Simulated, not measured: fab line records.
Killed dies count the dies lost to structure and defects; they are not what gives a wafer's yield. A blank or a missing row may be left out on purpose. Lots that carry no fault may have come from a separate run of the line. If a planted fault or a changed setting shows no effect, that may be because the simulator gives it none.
Chamber matching | flow n5-finfet | rie-diel-06 running N5_HKMG_FIN_DESCUM_53: 4 sister chambers
The step chemistry O2, time 7.9 s. 18 wafers are shown with their chamber, then 9 later ones without.

## EACH WAFER AND ITS CHAMBER
wafer  | chamber | drypump-motor-current-A (A) | throttle-valve-pct (%) | showerhead-plenum-p-Torr (Torr)
L076.4 | 1       | 6.5                         | 19.9                   | 2.13
L076.5 | 0       | 5.3                         | 20.4                   | 2.15
L076.6 | 2       | 5.4                         | 20.6                   | 2.16
L080.3 | 3       | 4.8                         | 19.9                   | 2.06
L080.4 | 0       | 5.4                         | 20.4                   | 2.15
L080.5 | 3       | 4.8                         | 19.9                   | 2.06
L083.3 | 2       | 5.4                         | 20.6                   | 2.16
L083.4 | 0       | 5.3                         | 20.4                   | 2.15
L083.5 | 2       | 5.4                         | 20.6                   | 2.16
L086.1 | 3       | 4.8                         | 19.9                   | 2.05
L086.2 | 1       | 6.4                         | 20.0                   | 2.13
L086.3 | 0       | 5.3                         | 20.4                   | 2.14
L087.1 | 1       | 6.5                         | 20.0                   | 2.12
L087.2 | 0       | 5.3                         | 20.4                   | 2.14
L087.3 | 3       | 4.8                         | 19.9                   | 2.05
L087.4 | 3       | 4.8                         | 19.9                   | 2.05
L087.5 | 0       | 5.3                         | 20.4                   | 2.14
L087.6 | 1       | 6.5                         | 20.0                   | 2.12

SIGNATURES (averages over the wafers above)
reading                  | chamber 0 | chamber 1 | chamber 2 | chamber 3 | scatter within a chamber
drypump-motor-current-A  | 5.317     | 6.475     | 5.400     | 4.800     | 0.0336
throttle-valve-pct       | 20.400    | 19.975    | 20.600    | 19.900    | 0.0231
showerhead-plenum-p-Torr | 2.1450    | 2.1250    | 2.1600    | 2.0540    | 0.00514
Rule: a wafer's distance from a chamber is the root of the sum, over the readings, of the square of ((its reading less the chamber's mean) divided by the reading's scatter). The wafer belongs to the nearest chamber; if the next one is less than 2 further off, it can't be placed. The scatter: take each reading less its chamber's mean, square it, sum over the shown wafers, divide by the number of wafers less the number of chambers, and take the root.

## WAFERS WITH NO CHAMBER GIVEN
wafer  | drypump-motor-current-A (A) | throttle-valve-pct (%) | showerhead-plenum-p-Torr (Torr)
L092.2 | 4.8                         | 19.9                   | 2.05
L092.4 | 4.8                         | 19.9                   | 2.05
L092.6 | 4.8                         | 19.9                   | 2.05
L093.1 | 5.3                         | 20.4                   | 2.14
L093.5 | 5.3                         | 20.4                   | 2.14
L093.6 | 4.8                         | 19.9                   | 2.05
L096.1 | 5.4                         | 20.5                   | 2.15
L096.3 | 5.3                         | 20.4                   | 2.14
L096.5 | 5.4                         | 20.5                   | 2.15

## CHAMBER TAKEN BY EACH
wafer  | from the rows above     | in truth
L092.2 | 3                       | 3
L092.4 | 3                       | 3
L092.6 | 3                       | 3
L093.1 | 0                       | 0
L093.5 | 0                       | 0
L093.6 | 3                       | 3
L096.1 | can't be placed: 2 or 0 | 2
L096.3 | 0                       | 0
L096.5 | can't be placed: 2 or 0 | 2
7 of 9 placed correctly. From these rows, 2 cannot be placed; in 2 the true chamber is one of the candidates. Wrongly placed: 0.
